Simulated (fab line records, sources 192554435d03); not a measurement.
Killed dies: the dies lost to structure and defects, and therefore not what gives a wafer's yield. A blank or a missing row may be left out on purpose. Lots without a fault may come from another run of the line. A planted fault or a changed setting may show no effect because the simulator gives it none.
Chamber matching / flow n5Finfet / N5_GATE_CUT_DESCUM_18 on rieDiel-04 has 4 sister chambers
The step chemistry O2, time 7 s. 4 wafers are shown with their chamber, then 8 later ones without.

WAFERS PAIRED WITH THEIR CHAMBERS
wafer=L075.5; chamber=1; showerheadPlenumPTorr (Torr)=2.18
wafer=L081.5; chamber=2; showerheadPlenumPTorr (Torr)=2.09
wafer=L082.5; chamber=3; showerheadPlenumPTorr (Torr)=2.20
wafer=L083.2; chamber=0; showerheadPlenumPTorr (Torr)=1.97

WAFERS WITHOUT THEIR CHAMBER
wafer=L083.3; showerheadPlenumPTorr (Torr)=2.17
wafer=L083.6; showerheadPlenumPTorr (Torr)=2.17
wafer=L087.2; showerheadPlenumPTorr (Torr)=2.09
wafer=L087.3; showerheadPlenumPTorr (Torr)=2.17
wafer=L087.5; showerheadPlenumPTorr (Torr)=1.96
wafer=L091.1; showerheadPlenumPTorr (Torr)=1.96
wafer=L091.3; showerheadPlenumPTorr (Torr)=2.19
wafer=L091.6; showerheadPlenumPTorr (Torr)=2.17

CHAMBER TAKEN BY EACH
wafer=L083.3; from the rows above=1; in truth=1
wafer=L083.6; from the rows above=1; in truth=1
wafer=L087.2; from the rows above=2; in truth=2
wafer=L087.3; from the rows above=1; in truth=1
wafer=L087.5; from the rows above=0; in truth=0
wafer=L091.1; from the rows above=0; in truth=0
wafer=L091.3; from the rows above=can't be placed: 1 or 3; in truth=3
wafer=L091.6; from the rows above=1; in truth=1
7 of 8 placed correctly. Unplaceable from these rows: 1, with the true chamber sitting among the candidates in 1. Wrongly placed: 0.
How it was worked out, from the rows above alone: a wafer's distance from a chamber is the root of the sum, over the readings, of the square of ((its reading less the chamber's mean) divided by the reading's scatter). If the next closest chamber is less than 2 further off than the closest, the wafer can't be placed; otherwise it belongs to the closest. For every chamber, the mean is computed from those of its wafers that are shown. The scatter: with one shown wafer a chamber, the root of the mean of the squares of how far each hidden wafer lies from its nearest shown one.
